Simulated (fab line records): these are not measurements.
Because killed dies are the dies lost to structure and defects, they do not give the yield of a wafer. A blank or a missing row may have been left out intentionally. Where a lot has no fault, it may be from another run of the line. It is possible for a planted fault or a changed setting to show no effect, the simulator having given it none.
fab line records	flow n5-finfet
record: lots: 9	wafers: 27	last-day: 19
route steps=1938 shown BEOL_M6@1232
lots untouched by any fault: they come from a run of this same line in which no faults occurred
start-h: start of the lot's first displayed wafer, in hours after the record's first day	wait-h: time in hours since the lot's previous step	" unchanged from the row above	L1.1+2: a row that stands for several wafers	- no value, or no start was given	* or withheld: withheld	< > ~ a bound
route shown NAME@n: a module of which the file shows steps, and the number in the route of the first	usual: mean/standard deviation taken from wafers without a fault	same: alike in all rows	chamber/n: place in a boat	sites: per-site readings	_std_site: standard deviation across them	_edge_site: the outer-site mean with the inner-site mean subtracted	radius-mm: for every site, how far away it sits from the centre of the wafer	mask NAME#n: copy n	behind: the tool/chamber that last shaped the wafer	hold: cause of the lot's hold/its duration in hours/its outcome	device: transistor that didn't switch, given as n, p or np	end of line: the tests these same wafers got at the end of their route	for a step that has no rows: nothing shown but its recipe	killed: the dies lost at the first sort to structure and to defects; this is not the yield of the wafer	map: dies across one wafer; x = killed, . = not, _ = none there
set.NAME: the setting the step ran with; set.NAME@STEP: the setting that earlier step ran with	model.NAME: the simulator's own value behind a step, which no gauge read
a sample of lots followed through the steps of the route, with each step as a table and each wafer as a row
services: the hour from which a tool's chamber was out of use, counted from the record's first day as start-h (under 0 if before that day), plus the number of hours and why
== steps ==
step: N5_BEOL_M6_ETCH_65
recipe: chemistry: CF4	target: SiARC	target-depth-a: 156	mask-material: CAR-EUV	time-s: 26	ion-energy-ev: 80	pressure-mtorr: 40	source-w: 545	bias-w: 36	Ar_flow_sccm: 100	cf4-flow-sccm: 100	ends: cleared
usual: bias-w: 36.00/0.11	drypump-motor-current-A: 5.7/0.38	etch-rf-on-time-s: 25.72/0.3	oes-product-au: 0.71/0.072	rf-vpp-V: 183.9/1.2	showerhead-plenum-p-Torr: 2.13/0.066	throttle-valve-pct: 15.46/0.16
lot.wafer	tool	chamber	start-h	wait-h	bias-w	drypump-motor-current-A	etch-rf-on-time-s	oes-product-au	rf-hours-counter-h	rf-vpp-V	showerhead-plenum-p-Torr	throttle-valve-pct
L560.2	rie-diel-02	3	179.89	0.0	36.13	5.2	25.46	0.63	186	185.1	2.21	15.52
L560.3	"	0	"	"	35.99	5.9	25.48	0.61	177	185.9	2.21	15.39
L560.5	"	1	"	"	36.06	5.9	25.45	0.79	-	184.5	2.10	15.34
L561.3	rie-diel-01	0	190.77	0.0	35.98	5.2	25.85	0.85	2	185.1	2.10	15.38
L561.5	"	0	"	"	36.08	5.2	25.91	0.85	-	184.0	2.10	15.39
L561.6	"	3	"	"	36.15	6.4	26.03	0.80	-	182.4	2.10	15.34
L564.1	rie-diel-01	1	214.97	0.0	35.85	5.5	26.37	0.58	241	182.9	2.11	16.11
L564.3	"	2	"	"	36.14	5.7	25.86	0.73	67	183.5	2.09	15.20
L564.5	"	1	"	"	36.11	5.5	26.18	0.58	-	184.2	2.11	16.12
L571.3	rie-diel-02	0	280.25	0.0	36.04	5.9	25.39	0.60	203	184.1	2.20	15.45
L571.4	"	3	"	"	35.98	5.2	25.71	0.60	224	184.1	2.20	15.59
L571.6	"	2	"	"	35.99	5.7	25.57	0.70	-	182.3	2.08	15.40
L572.1	rie-diel-01	0	280.94	0.0	36.11	5.1	25.43	0.77	36	182.6	2.09	15.46
L572.2	"	2	"	"	36.04	5.8	25.68	0.70	92	183.1	2.08	15.24
L572.6	"	2	"	"	35.76	5.7	25.82	0.70	-	183.0	2.08	15.25
L574.1	rie-diel-01	1	283.11	0.0	35.86	5.5	25.70	0.81	7	182.7	2.11	15.65
L574.3	"	3	"	"	36.10	6.4	25.76	0.76	50	182.6	2.09	15.39
L574.5	"	2	"	"	35.99	5.7	25.85	0.71	-	183.1	2.08	15.23
L581.1	rie-diel-06	0	317.09	0.0	35.94	5.3	25.70	0.67	101	184.2	2.25	15.53
L581.2	"	2	"	"	36.12	5.7	25.47	0.72	66	184.7	2.08	15.47
L581.5	"	3	"	"	36.06	6.2	25.66	0.81	-	184.4	2.27	15.30
L582.1	rie-diel-01	2	336.99	0.0	35.94	5.7	25.76	0.70	110	183.1	2.07	15.27
L582.5	"	1	"	"	35.95	5.5	25.88	0.76	-	184.6	2.10	15.69
L582.6	"	2	"	"	36.08	5.7	25.86	0.67	-	182.7	2.07	15.30
L583.2	rie-diel-01	3	345.70	0.0	35.91	6.4	25.74	0.73	69	184.0	2.09	15.45
L583.5	"	3	"	"	35.97	6.4	25.68	0.73	-	183.7	2.09	15.43
L583.6	"	0	"	"	35.96	5.2	25.12	0.75	-	183.4	2.08	15.51
step: N5_BEOL_M6_TRENCH_ETCH_37
recipe: chemistry: C4F6/O2	target-depth-a: 944.35	target: SiCOH_lowk	time-s: 31.5	ion-energy-ev: 250	pressure-mtorr: 30	source-w: 345	bias-w: 185	Ar_flow_sccm: 300	C4F6_flow_sccm: 10	O2_flow_sccm: 10
usual: bias-w: 185.0/0.55	drypump-motor-current-A: 5.7/0.37	oes-product-au: 0.83/0.083	rf-vpp-V: 665/4.2	showerhead-plenum-p-Torr: 2.83/0.087	throttle-valve-pct: 20.81/0.16
lot.wafer	tool	chamber	start-h	wait-h	bias-w	drypump-motor-current-A	oes-product-au	rf-hours-counter-h	rf-vpp-V	showerhead-plenum-p-Torr	throttle-valve-pct
L560.2	rie-diel-02	3	-	-	185.3	5.2	0.73	186	668	2.96	20.82
L560.3	"	0	"	"	185.4	5.8	0.72	177	671	2.94	20.67
L560.5	"	1	"	"	184.3	5.8	0.91	-	662	2.79	20.69
L561.3	rie-diel-01	0	-	-	185.0	5.2	0.99	2	666	2.79	20.76
L561.5	"	0	"	"	184.1	5.2	0.99	-	665	2.79	20.77
L561.6	"	3	"	"	185.7	6.4	0.94	-	670	2.81	20.77
L564.1	rie-diel-01	1	-	-	184.9	5.5	0.67	241	670	2.81	21.38
L564.3	"	2	"	"	185.1	5.8	0.85	67	667	2.78	20.52
L564.5	"	1	"	"	184.2	5.5	0.67	-	671	2.81	21.38
L571.3	rie-diel-02	0	-	-	185.5	5.9	0.70	203	672	2.93	20.70
L571.4	"	3	"	"	185.1	5.2	0.71	224	667	2.94	20.89
L571.6	"	2	"	"	185.4	5.7	0.83	-	663	2.77	20.72
L572.1	rie-diel-01	0	-	-	185.0	5.2	0.89	36	665	2.78	20.82
L572.2	"	2	"	"	185.6	5.7	0.82	92	665	2.77	20.55
L572.6	"	2	"	"	185.4	5.8	0.82	-	665	2.77	20.57
L574.1	rie-diel-01	1	-	-	185.1	5.6	0.95	7	669	2.80	21.06
L574.3	"	3	"	"	185.1	6.4	0.88	50	668	2.79	20.81
L574.5	"	2	"	"	184.1	5.7	0.82	-	665	2.77	20.57
L581.1	rie-diel-06	0	-	-	186.0	5.3	0.77	101	664	3.00	20.95
L581.2	"	2	"	"	185.5	5.7	0.84	66	656	2.77	20.81
L581.5	"	3	"	"	184.6	6.2	0.94	-	667	3.02	20.68
L582.1	rie-diel-01	2	-	-	185.4	5.8	0.80	110	666	2.76	20.57
L582.5	"	1	"	"	185.0	5.5	0.89	-	670	2.79	21.09
L582.6	"	2	"	"	184.2	5.8	0.81	-	663	2.76	20.59
L583.2	rie-diel-01	3	-	-	184.3	6.4	0.85	69	669	2.78	20.85
L583.5	"	3	"	"	184.4	6.4	0.86	-	668	2.78	20.84
L583.6	"	0	"	"	185.0	5.2	0.87	-	665	2.77	20.84
step: N5_BEOL_M6_HM_STRIP_39
recipe: chemistry: peroxide-tin-strip	material: TiN	target-depth-a: 250	temp-c: 50	time-s: 158
usual: bath-guard-temp-C: 50.0/0.41	bath-heat-duty-pct: 7.3/0.97
lot.wafer	tool	chamber	start-h	wait-h	bath-guard-temp-C	bath-heat-duty-pct
L560.2	wet-bench-04	1	180.30	0.0	49.4	6.8
L560.3	"	6	"	"	49.3	7.9
L560.5	"	7	"	"	49.6	8.1
L561.3	wet-bench-03	3	191.18	0.0	50.0	6.6
L561.5	"	4	"	"	50.5	6.1
L561.6	"	5	"	"	50.5	8.2
L564.1	wet-bench-05	4	215.37	0.0	49.6	7.7
L564.3	"	1	"	"	50.2	7.8
L564.5	"	6	"	"	51.4	6.9
L571.3	wet-bench-04	6	280.66	0.0	49.5	8.7
L571.4	"	0	"	"	49.9	5.6
L571.6	"	1	"	"	49.5	7.3
L572.1	wet-bench-03	1	281.35	0.0	50.1	6.4
L572.2	"	7	"	"	50.0	6.8
L572.6	"	0	"	"	50.6	6.8
L574.1	wet-bench-03	4	283.52	0.0	49.9	6.2
L574.3	"	2	"	"	50.1	7.0
L574.5	"	6	"	"	50.3	8.5
L581.1	wet-bench-03	0	317.50	0.0	-	-
L581.2	"	4	"	"	-	-
L581.5	"	7	"	"	-	-
L582.1	wet-bench-05	1	337.40	0.0	-	-
L582.5	"	7	"	"	-	-
L582.6	"	5	"	"	-	-
L583.2	wet-bench-05	0	346.10	0.0	-	-
L583.5	"	1	"	"	-	-
L583.6	"	3	"	"	-	-
step: N5_BEOL_M6_CURE_75
recipe: temp-c: 370	time-s: 120	ambient: DMADMS/He	material: SiCOH_lowk
usual: lamp-power-pct: 52.32/0.059	wafer_temp_C_max: 372.3/0.77
lot.wafer	tool	chamber	start-h	wait-h	lamp-power-pct	wafer_temp_C_max
L560.2	uv-cure-03	1	180.59	0.2	52.41	373.0
L560.3	"	1	"	"	52.34	374.0
L560.5	"	1	"	"	52.34	372.8
L561.3	uv-cure-03	2	191.44	0.1	52.36	371.8
L561.5	"	2	"	"	52.38	371.5
L561.6	"	2	"	"	52.36	371.4
L564.1	uv-cure-02	0	215.54	0.0	52.24	371.7
L564.3	"	0	"	"	52.32	372.4
L564.5	"	0	"	"	52.32	372.0
L571.3	uv-cure-02	1	281.12	0.2	52.35	373.2
L571.4	"	1	"	"	52.26	372.8
L571.6	"	1	"	"	52.28	372.5
L572.1	uv-cure-01	2	281.51	0.0	52.20	372.1
L572.2	"	2	"	"	52.28	372.5
L572.6	"	2	"	"	52.28	372.8
L574.1	uv-cure-02	1	283.68	0.0	52.30	373.0
L574.3	"	1	"	"	52.31	373.7
L574.5	"	1	"	"	52.47	372.9
L581.1	uv-cure-02	1	317.66	0.0	52.34	372.5
L581.2	"	1	"	"	52.24	372.6
L581.5	"	1	"	"	52.30	372.1
L582.1	uv-cure-03	0	337.56	0.0	52.29	371.0
L582.5	"	0	"	"	52.29	371.6
L582.6	"	0	"	"	52.44	371.4
L583.2	uv-cure-01	2	346.32	0.1	52.29	372.7
L583.5	"	2	"	"	52.41	373.5
L583.6	"	2	"	"	52.31	372.9
step: N5_BEOL_M6_CMP_52
recipe: stop-on: SiCOH_lowk	t-overpolish-s: 6.9	down-force-psi: 1	platen-rpm: 50	clearing-platen-down-force-psi: 1.5	clearing-platen-rpm: 50	post-cmp-clean: cu-alkaline	target-thk-nm: 80	clearing-platen-pad-velocity-m-s: 0.99484	pad-velocity-m-s: 0.99484
usual: barrier-field-endpoint-s: 28.8/0.63	clearing-platen-rpm: 50.000/0.025	head-pressure-psi: 0.9999/0.0023	motor-current-A: 5.9/0.66
lot.wafer	tool	chamber	start-h	wait-h	barrier-field-endpoint-s	clearing-platen-rpm	head-pressure-psi	motor-current-A
L560.3	cmp-02	1	183.44	0.2	29.5	50.028	1.0012	5.8
L560.2	"	2	"	"	29.0	49.989	0.9989	5.2
L560.5	"	2	"	"	29.2	49.975	1.0013	5.3
L561.3	cmp-03	2	193.39	0.2	30.0	49.991	1.0024	5.6
L561.5	"	0	"	"	29.1	50.034	0.9975	5.8
L561.6	"	1	"	"	29.3	49.999	0.9992	7.1
L564.3	cmp-02	1	217.52	0.2	28.5	50.024	1.0027	5.9
L564.1	"	2	"	"	27.8	50.016	0.9987	4.8
L564.5	"	1	"	"	28.3	49.990	0.9981	6.2
L571.4	cmp-04	1	283.82	0.1	30.0	50.036	1.0000	5.3
L571.3	"	0	"	"	29.1	50.004	1.0033	5.2
L571.6	"	1	"	"	29.4	50.012	1.0012	5.4
L572.2	cmp-03	3	284.45	0.3	28.8	49.995	0.9995	6.7
L572.1	"	1	"	"	29.2	50.023	1.0009	7.1
L572.6	"	2	"	"	29.6	50.004	0.9963	5.5
L574.3	cmp-03	0	285.22	0.2	28.8	50.005	0.9991	5.8
L574.1	"	3	"	"	27.7	50.024	1.0007	6.5
L574.5	"	1	"	"	28.5	50.010	1.0008	6.7
L581.2	cmp-03	0	319.68	0.2	36.4	49.973	0.9996	5.8
L581.1	"	2	"	"	36.9	50.019	1.0010	5.7
L581.5	"	3	"	"	35.9	49.986	1.0029	6.6
L582.1	cmp-04	0	340.50	0.3	37.2	49.965	1.0001	5.1
L582.5	"	2	"	"	36.7	49.983	1.0019	5.6
L582.6	"	3	"	"	36.7	50.031	0.9966	4.7
L583.2	cmp-02	0	348.32	0.2	36.9	49.980	0.9982	6.1
L583.6	"	0	"	"	36.5	50.013	1.0008	6.0
L583.5	"	1	"	"	35.6	50.002	1.0002	6.1
== services ==
tool	chamber	start-h	hours	kind
rie-diel-06	1	164.44	9.9	repair
cmp-02	-	170.30	4.3	repair
rie-diel-01	3	177.60	5.2	repair
cmp-02	-	190.68	1.4	repair
cmp-02	-	209.16	2.0	repair
rie-diel-02	0	212.15	22.1	repair
wet-bench-03	-	214.17	7.7	repair
uv-cure-02	-	219.28	0.4	repair
uv-cure-03	-	223.90	1.0	pm
uv-cure-03	-	224.90	14.6	pm
uv-cure-02	-	229.93	6.0	pm
cmp-02	-	241.38	6.9	pm
cmp-03	-	249.33	2.6	repair
cmp-02	-	256.49	35.2	repair
uv-cure-03	-	258.60	0.5	repair
cmp-03	-	264.99	0.5	repair
cmp-03	-	280.06	2.3	repair
rie-diel-02	2	281.00	6.7	repair
cmp-03	-	299.39	2.2	repair
rie-diel-01	2	307.95	1.8	repair
cmp-03	-	328.65	4.0	pm
uv-cure-03	-	331.88	0.3	repair
cmp-02	-	337.23	1.5	repair
cmp-03	-	343.66	1.3	repair
== key ==
first-sign: step: N5_BEOL_M6_HM_STRIP_39	reading: tool-record	direction: missing
effect: step: N5_BEOL_M6_CMP_52	reading: barrier-field-endpoint-s	direction: up	sigmas: 12	usual: 28.8	struck: 36.5
met-at N5_BEOL_M6_HM_STRIP_39
struck-lots L581,L582,L583
not-acting-at N5_BEOL_M6_ETCH_65,N5_BEOL_M6_TRENCH_ETCH_37,N5_BEOL_M6_CURE_75
onset-between 283.52 317.50
fault: kind: skipped-step-whole	tool: wet-bench-03,wet-bench-05	chamber: -	onset-h: 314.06	steps: N5_BEOL_M6_HM_STRIP_39	scope: struck-lots-only
